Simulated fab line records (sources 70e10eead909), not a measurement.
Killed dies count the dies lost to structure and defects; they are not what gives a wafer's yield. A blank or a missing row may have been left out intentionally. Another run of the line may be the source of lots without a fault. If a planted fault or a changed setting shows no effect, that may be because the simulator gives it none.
fab line records	flow nand_harc
record lots=6	wafers=18	last_day=24
route steps=1159 shown A_SLIT@785
lots with no fault: from the same line, run without faults
start_h: hours from the record's first day to the start of the lot's first wafer shown	wait_h: how many hours have passed since the lot's step before this one	" repeats the value in the row above	L1.1+2: one row covering several wafers at once	- no value, or no start was given	* or withheld: withheld	< > ~ a bound
route shown NAME@n: a module of which the file shows steps, and the number in the route of the first	usual: mean and standard deviation over wafers with no fault	same: alike in all rows	chamber/n: place in a boat	sites: readings site by site	_std_site: the standard deviation of these	_edge_site: inner sites' mean taken away from outer sites' mean	radius_mm: for every site, how far away it sits from the centre of the wafer	mask NAME#n: copy n	behind: tool/chamber where the wafer was last shaped	hold: the reason the lot was held/the length of the hold in hours/how it ended	device: names the non-switching transistor (n, p or np)	end of line: tests of these same wafers at the route's end	a step given without rows: its recipe and nothing more	killed: dies that structure and defects cost at the first sort, which is not the same as the wafer's yield	map: a wafer's dies, marking killed ones x, the rest . and places with no die _
set.NAME: the setting as run; set.NAME@STEP: as run at that earlier step	model.NAME: the simulator's own value behind a step, which no gauge read
lots seen at some steps along the route; tables by step, rows by wafer
services: from which hour (start_h, from the record's first day; less than 0 if before it) a tool's chamber was out of use, for how many hours, and why
## steps
# step NHARC_A_SLIT_SOFTBAKE_04
# recipe temp_c=105	time_s=55
# step NHARC_A_SLIT_EBR_05
# step NHARC_A_SLIT_EXPOSE_06
# recipe na=1.35	dose_mj=60.82	mask_id=SLIT
# step NHARC_A_SLIT_PEB_07
# recipe peb_temp_c=100	peb_time_s=65
# step NHARC_A_SLIT_DEVELOP_08
# recipe develop_time_s=35	dev_temp_c=23
# step NHARC_A_SLIT_CD_MEAS_09
# recipe target_cd_nm=300	landing_energy_ev=500
# usual cd_nm=300.0/0.56
lot.wafer	tool	chamber	start_h	wait_h	cd_nm
L349.1	cd_sem-03	0	324.25	-	300.8
L349.2	"	0	"	"	300.0
L349.3	"	0	"	"	300.6
L352.1	cd_sem-02	0	346.86	-	300.4
L352.5	"	0	"	"	300.4
L352.6	"	0	"	"	299.9
L356.4	cd_sem-03	0	374.53	-	299.0
L356.5	"	0	"	"	299.6
L356.6	"	0	"	"	299.9
L357.2	cd_sem-02	0	374.67	-	301.5
L357.3	"	0	"	"	299.7
L357.5	"	0	"	"	300.2
L360.2	cd_sem-03	0	405.77	-	299.4
L360.3	"	0	"	"	299.8
L360.6	"	0	"	"	299.6
L367.1	cd_sem-02	0	432.83	-	300.6
L367.2	"	0	"	"	300.6
L367.4	"	0	"	"	300.6
# step NHARC_A_SLIT_OVL_MEAS_10
# usual overlay_x_nm=0.3/0.72	overlay_y_nm=0.3/0.74
lot.wafer	tool	chamber	start_h	wait_h	overlay_x_nm	overlay_y_nm
L349.1	overlay-01	-	324.34	-	-0.1	0.0
L349.2	"	-	"	"	0.1	0.3
L349.3	"	-	"	"	0.0	0.6
L352.1	overlay-02	-	346.95	-	1.2	1.7
L352.5	"	-	"	"	0.9	1.4
L352.6	"	-	"	"	0.8	1.7
L356.4	overlay-01	-	374.61	-	-0.1	0.2
L356.5	"	-	"	"	-0.4	0.7
L356.6	"	-	"	"	0.2	0.7
L357.2	overlay-01	-	374.76	-	0.5	0.1
L357.3	"	-	"	"	0.8	0.0
L357.5	"	-	"	"	0.6	-0.4
L360.2	overlay-02	-	405.85	-	0.9	-0.8
L360.3	"	-	"	"	0.6	-1.5
L360.6	"	-	"	"	0.4	-1.6
L367.1	overlay-01	-	432.92	-	1.2	0.8
L367.2	"	-	"	"	1.2	0.7
L367.4	"	-	"	"	1.1	0.8
# step NHARC_A_SLIT_INSPECT_11
# usual raw_defect_count=21/12
lot.wafer	tool	chamber	start_h	wait_h	raw_defect_count
L349.1	defect_inspect-01	-	324.38	0.0	3
L349.2	"	-	"	"	10
L349.3	"	-	"	"	4
L352.1	defect_inspect-01	-	346.98	0.0	9
L352.5	"	-	"	"	6
L352.6	"	-	"	"	11
L356.4	defect_inspect-02	-	374.65	0.0	27
L356.5	"	-	"	"	23
L356.6	"	-	"	"	24
L357.2	defect_inspect-02	-	374.80	0.0	14
L357.3	"	-	"	"	10
L357.5	"	-	"	"	6
L360.2	defect_inspect-02	-	405.91	0.1	16
L360.3	"	-	"	"	19
L360.6	"	-	"	"	11
L367.1	defect_inspect-02	-	432.96	0.0	39
L367.2	"	-	"	"	42
L367.4	"	-	"	"	35
# step NHARC_A_SLIT_DESCUM_14
# recipe time_s=3	o2_flow_sccm=200	ar_flow_sccm=0	bias_power_w=0	chemistry=O2
# usual drypump_motor_current_A=5.8/0.5	oes_product_au=1.000/0.012	rf_vpp_V=57.8/0.97	showerhead_plenum_p_Torr=1.92/0.1	throttle_valve_pct=11.310/0.009
lot.wafer	tool	chamber	start_h	wait_h	drypump_motor_current_A	oes_product_au	rf_hours_counter_h	rf_vpp_V	showerhead_plenum_p_Torr	throttle_valve_pct
L349.3	rie_diel-08	3	324.44	0.1	5.6	0.979	1	58.7	1.92	11.301
L349.2	"	0	"	"	6.3	1.004	1	57.1	1.90	11.309
L349.1	"	1	"	"	5.9	1.003	1	57.4	1.79	11.302
L352.1	rie_diel-12	0	347.06	0.1	6.5	1.003	11	57.4	2.06	11.302
L352.5	"	2	"	"	5.8	0.996	-	60.0	2.06	11.296
L352.6	"	3	"	"	5.0	0.979	-	57.8	1.82	11.301
L356.4	rie_diel-08	3	374.71	0.1	5.7	0.971	6	57.0	1.92	11.297
L356.5	"	2	"	"	5.4	0.988	-	57.9	1.85	11.296
L356.6	"	3	"	"	5.7	0.982	-	58.2	1.92	11.311
L357.2	rie_diel-08	1	374.86	0.1	6.0	0.996	5	56.2	1.79	11.315
L357.3	"	2	"	"	5.4	0.994	5	58.7	1.85	11.304
L357.5	"	1	"	"	6.0	1.001	-	58.0	1.79	11.302
L360.3	rie_diel-12	3	405.98	0.1	5.0	1.002	2	56.9	1.82	11.331
L360.2	"	0	"	"	6.5	0.996	1	56.2	2.06	11.300
L360.6	"	1	"	"	6.2	0.999	-	58.3	2.04	11.301
L367.2	rie_diel-01	2	433.03	0.1	6.0	1.020	8	56.0	1.82	11.298
L367.1	"	3	"	"	5.8	1.021	8	57.0	1.86	11.309
L367.4	"	0	"	"	6.1	1.008	8	58.5	1.79	11.313
# step NHARC_A_SLIT_ETCH_24
# recipe target_depth_a=1210	time_s=60.5	cf4_flow_sccm=100	chf3_flow_sccm=30	ar_flow_sccm=0	rf_w=500	bias_w=200	chemistry=CF4/CHF3
# usual bias_w=200.1/0.53	cf4_flow_sccm=100.00/0.27	drypump_motor_current_A=5.8/0.51	oes_product_au=0.965/0.02	rf_vpp_V=370.4/2.7	showerhead_plenum_p_Torr=1.57/0.078	throttle_valve_pct=16.801/0.0089
lot.wafer	tool	chamber	start_h	wait_h	bias_w	cf4_flow_sccm	drypump_motor_current_A	oes_product_au	rf_hours_counter_h	rf_vpp_V	showerhead_plenum_p_Torr	throttle_valve_pct
L349.1	rie_diel-08	1	324.54	0.1	200.2	100.14	5.9	0.963	1	366.9	1.48	16.792
L349.2	"	3	"	"	200.5	99.96	5.6	0.941	1	370.7	1.58	16.802
L349.3	"	0	"	"	200.9	99.74	6.3	0.956	1	369.4	1.56	16.793
L352.1	rie_diel-12	0	347.16	0.1	199.6	99.60	6.5	0.952	11	373.9	1.69	16.802
L352.6	"	3	"	"	201.3	100.05	4.9	0.931	-	367.6	1.50	16.785
L352.5	"	0	"	"	199.5	100.32	6.5	0.958	-	373.0	1.69	16.789
L356.4	rie_diel-08	1	374.80	0.1	200.4	100.16	6.0	0.979	5	367.0	1.47	16.797
L356.5	"	0	"	"	200.6	99.74	6.3	0.978	-	371.1	1.56	16.807
L356.6	"	1	"	"	200.2	100.11	6.0	0.970	-	367.4	1.47	16.811
L357.2	rie_diel-08	3	375.28	0.4	200.0	100.34	5.7	0.944	6	371.9	1.58	16.798
L357.3	"	0	"	"	199.8	99.79	6.3	0.963	5	371.4	1.56	16.796
L357.5	"	1	"	"	200.0	100.03	5.9	0.953	-	368.1	1.47	16.793
L360.3	rie_diel-12	0	406.05	0.1	200.7	100.14	6.5	0.977	1	374.7	1.69	16.792
L360.2	"	1	"	"	200.9	100.29	6.3	0.948	1	373.2	1.67	16.803
L360.6	"	0	"	"	200.0	99.91	6.5	0.979	-	374.5	1.69	16.796
L367.1	rie_diel-01	1	433.10	0.1	200.9	100.11	4.8	0.948	8	374.0	1.66	16.811
L367.4	"	2	"	"	199.3	99.96	6.0	0.983	8	367.9	1.50	16.799
L367.2	"	3	"	"	200.1	99.82	5.8	0.987	8	369.0	1.54	16.802
# step NHARC_A_SLIT_ETCH_15
# recipe target_depth_a=32000	over_etch_frac=0.3	time_s=832	ion_energy_ev=150	o2_flow_sccm=400	cos_flow_sccm=20	ar_flow_sccm=0	rf_w=500	bias_w=300	chemistry=O2/COS
# usual bias_w=300.0/0.94	chamber_pressure_mTorr=20.000/0.02	drypump_motor_current_A=5.8/0.49	oes_product_au=1.000/0.011	rf_vpp_V=314.1/2.4	showerhead_plenum_p_Torr=3.12/0.15	throttle_valve_pct=28.330/0.01
lot.wafer	tool	chamber	start_h	wait_h	bias_w	chamber_pressure_mTorr	drypump_motor_current_A	oes_product_au	rf_hours_counter_h	rf_vpp_V	showerhead_plenum_p_Torr	throttle_valve_pct
L349.2	rie_diel-08	3	-	-	301.2	20.002	5.6	0.980	1	314.5	3.13	28.329
L349.3	"	0	"	"	299.3	20.003	6.3	1.011	1	313.9	3.09	28.316
L349.1	"	1	"	"	301.4	20.002	6.0	1.007	1	310.9	2.93	28.321
L352.1	rie_diel-12	0	-	-	300.1	19.970	6.5	1.002	12	316.9	3.34	28.328
L352.6	"	1	"	"	299.2	19.987	6.2	0.994	-	316.4	3.32	28.318
L352.5	"	2	"	"	299.3	19.982	5.8	1.000	-	317.1	3.35	28.331
L356.4	rie_diel-08	1	-	-	300.0	19.982	6.0	0.996	5	312.0	2.93	28.330
L356.6	"	2	"	"	300.8	20.005	5.4	0.993	-	314.5	3.02	28.341
L356.5	"	3	"	"	300.5	20.002	5.7	0.985	-	314.6	3.13	28.336
L357.3	rie_diel-08	2	-	-	301.8	19.963	5.4	0.983	5	311.9	3.02	28.309
L357.2	"	0	"	"	300.8	19.994	6.3	0.990	6	313.6	3.09	28.333
L357.5	"	3	"	"	299.4	20.007	5.7	0.971	-	315.4	3.13	28.327
L360.2	rie_diel-12	0	-	-	298.9	19.953	6.5	1.013	1	317.9	3.34	28.320
L360.3	"	2	"	"	299.9	20.018	5.9	1.004	2	319.4	3.35	28.320
L360.6	"	0	"	"	299.3	19.993	6.5	1.000	-	317.7	3.34	28.331
L367.1	rie_diel-01	0	-	-	301.0	19.958	6.1	1.012	8	313.0	2.93	28.336
L367.4	"	1	"	"	301.5	20.009	4.8	1.007	8	315.8	3.30	28.317
L367.2	"	2	"	"	299.2	19.988	6.0	1.009	8	311.9	2.98	28.314
# step NHARC_A_SLIT_ETCH_17
# recipe bias_v=900	source_w=withheld	pressure_mtorr=20	ar_flow_sccm=375	c4f8_flow_sccm=83.3	o2_flow_sccm=41.7	time_s=1687.5	target_depth_a=1.01e+05	chemistry=C4F8/O2/Ar
# usual c4f8_flow_sccm=83.27/0.24	chamber_pressure_mTorr=20.001/0.018	drypump_motor_current_A=5.80/0.19	showerhead_plenum_p_Torr=3.66/0.16	throttle_valve_pct=32.046/0.0094
lot.wafer	tool	chamber	start_h	wait_h	c4f8_flow_sccm	chamber_pressure_mTorr	drypump_motor_current_A	rf_hours_counter_h	showerhead_plenum_p_Torr	throttle_valve_pct
L349.1	har_etch-02	0	325.35	-	83.24	20.008	5.63	172	3.84	32.043
L349.2	"	1	"	"	82.96	20.016	5.80	172	3.49	32.038
L349.3	"	0	"	"	83.27	20.007	5.62	-	3.84	32.056
L352.1	har_etch-02	1	349.07	-	82.99	19.986	5.80	182	3.49	32.027
L352.5	"	1	"	"	83.16	20.023	5.80	-	3.49	32.049
L352.6	"	0	"	"	83.44	19.993	5.63	-	3.84	32.051
L356.4	har_etch-02	1	376.81	-	83.46	19.957	5.77	-	3.48	32.055
L356.5	"	0	"	"	83.31	20.005	5.62	-	3.83	32.035
L356.6	"	1	"	"	83.19	19.986	5.81	-	3.48	32.057
L357.2	har_etch-01	0	377.24	-	83.36	19.996	6.18	23	3.56	32.044
L357.3	"	1	"	"	82.86	20.040	5.77	-	3.79	32.051
L357.5	"	0	"	"	83.48	20.025	6.18	-	3.56	32.042
L360.2	har_etch-02	1	406.98	-	83.35	20.005	5.78	212	3.47	32.052
L360.3	"	0	"	"	83.04	19.986	5.62	-	3.82	32.043
L360.6	"	0	"	"	83.20	19.972	5.63	-	3.82	32.047
L367.2	har_etch-02	0	437.00	-	83.25	19.999	5.62	224	3.81	32.041
L367.1	"	1	"	"	83.66	19.990	5.79	224	3.47	32.043
L367.4	"	1	"	"	83.40	19.968	5.79	-	3.47	32.045
# step NHARC_A_SLIT_ETCH_26
# recipe bias_v=400	source_w=2000	pressure_mtorr=25	time_s=90	ar_flow_sccm=375	c4f8_flow_sccm=41.7	o2_flow_sccm=83.3	target_depth_a=4000	chemistry=C4F8/O2/Ar
# usual bias_v=400/3.8	c4f8_flow_sccm=41.69/0.14	drypump_motor_current_A=5.79/0.19	showerhead_plenum_p_Torr=3.69/0.16	throttle_valve_pct=27.619/0.0074
lot.wafer	tool	chamber	start_h	wait_h	bias_v	c4f8_flow_sccm	drypump_motor_current_A	rf_hours_counter_h	showerhead_plenum_p_Torr	throttle_valve_pct
L349.1	har_etch-02	0	326.83	1.2	395	41.66	5.64	173	3.88	27.616
L349.2	"	1	"	"	404	41.79	5.79	173	3.52	27.621
L349.3	"	0	"	"	397	41.61	5.65	-	3.88	27.616
L352.1	har_etch-02	1	350.55	1.2	399	41.61	5.78	184	3.51	27.632
L352.5	"	1	"	"	397	41.68	5.80	-	3.51	27.605
L352.6	"	0	"	"	406	41.89	5.61	-	3.87	27.617
L356.4	har_etch-02	1	377.64	0.6	-	-	-	-	-	-
L356.5	"	0	"	"	-	-	-	-	-	-
L356.6	"	1	"	"	-	-	-	-	-	-
L357.2	har_etch-01	0	378.51	1.0	-	-	-	-	-	-
L357.3	"	1	"	"	-	-	-	-	-	-
L357.5	"	0	"	"	-	-	-	-	-	-
L360.2	har_etch-02	1	408.24	1.0	394	41.64	5.79	213	3.50	27.609
L360.3	"	0	"	"	394	41.75	5.63	-	3.86	27.617
L360.6	"	0	"	"	402	41.55	5.63	-	3.86	27.614
L367.2	har_etch-02	0	438.49	1.2	406	41.37	5.62	225	3.85	27.615
L367.1	"	1	"	"	403	41.70	5.78	225	3.49	27.610
L367.4	"	1	"	"	402	41.77	5.78	-	3.49	27.610
# step NHARC_A_SLIT_STRIP_28
# recipe o2_flow_sccm=400	cos_flow_sccm=20	ar_flow_sccm=0	bias_w=0	chemistry=O2/COS
## services
tool	chamber	start_h	hours	kind
rie_diel-08	-	301.81	9.0	pm
rie_diel-08	0	301.81	9.0	vent_cycle
rie_diel-08	1	301.81	9.0	vent_cycle
rie_diel-08	2	301.81	9.0	vent_cycle
rie_diel-08	3	301.81	9.0	vent_cycle
har_etch-02	-	302.23	5.8	repair
har_etch-01	-	305.00	17.0	pm
rie_diel-08	0	310.81	-	clean
rie_diel-08	1	310.81	-	clean
rie_diel-08	2	310.81	-	clean
rie_diel-08	3	310.81	-	clean
rie_diel-01	-	314.85	9.0	pm
rie_diel-12	-	322.54	0.5	repair
rie_diel-08	2	323.80	4.1	repair
rie_diel-12	1	325.28	4.4	repair
rie_diel-08	0	335.31	-	clean
rie_diel-08	1	335.31	-	clean
rie_diel-08	2	335.31	-	clean
rie_diel-01	-	344.61	0.8	repair
har_etch-02	-	354.44	2.6	repair
rie_diel-12	-	379.48	9.0	pm
rie_diel-08	2	404.82	6.8	repair
rie_diel-01	2	417.81	4.4	repair
rie_diel-08	1	429.20	4.5	repair
## key
first_sign step=NHARC_A_SLIT_ETCH_26	reading=tool_record	direction=missing
effect none on later readings
met_at NHARC_A_SLIT_ETCH_26
struck_wafers L356.4,L356.5,L356.6,L357.2,L357.3,L357.5
later_rows_left_out L356.4,L356.5,L356.6,L357.2,L357.3,L357.5
sort_left_out L356.4,L356.5,L356.6,L357.2,L357.3,L357.5
tester_left_out L356,L357
onset_between 350.55 377.64
fault kind=skipped_step_whole	tool=har_etch-01,har_etch-02	chamber=-	onset_h=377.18	steps=NHARC_A_SLIT_ETCH_26	scope=struck_lots_only
# tester_left_out: of these lots the tester's yield and bins aren't shown, on N5 and GAA mostly nor the transistor test; their killed dies are dies lost to structure and defects alone, not to doping, threshold or leakage, so they don't give the yield
# sort_left_out: the simulated sort isn't trusted on such a fault, so these wafers' sort isn't shown, and their yield isn't known
# later_rows_left_out: the simulator's readings of these wafers behind a module that went badly wrong aren't trusted and aren't shown, but for the sort
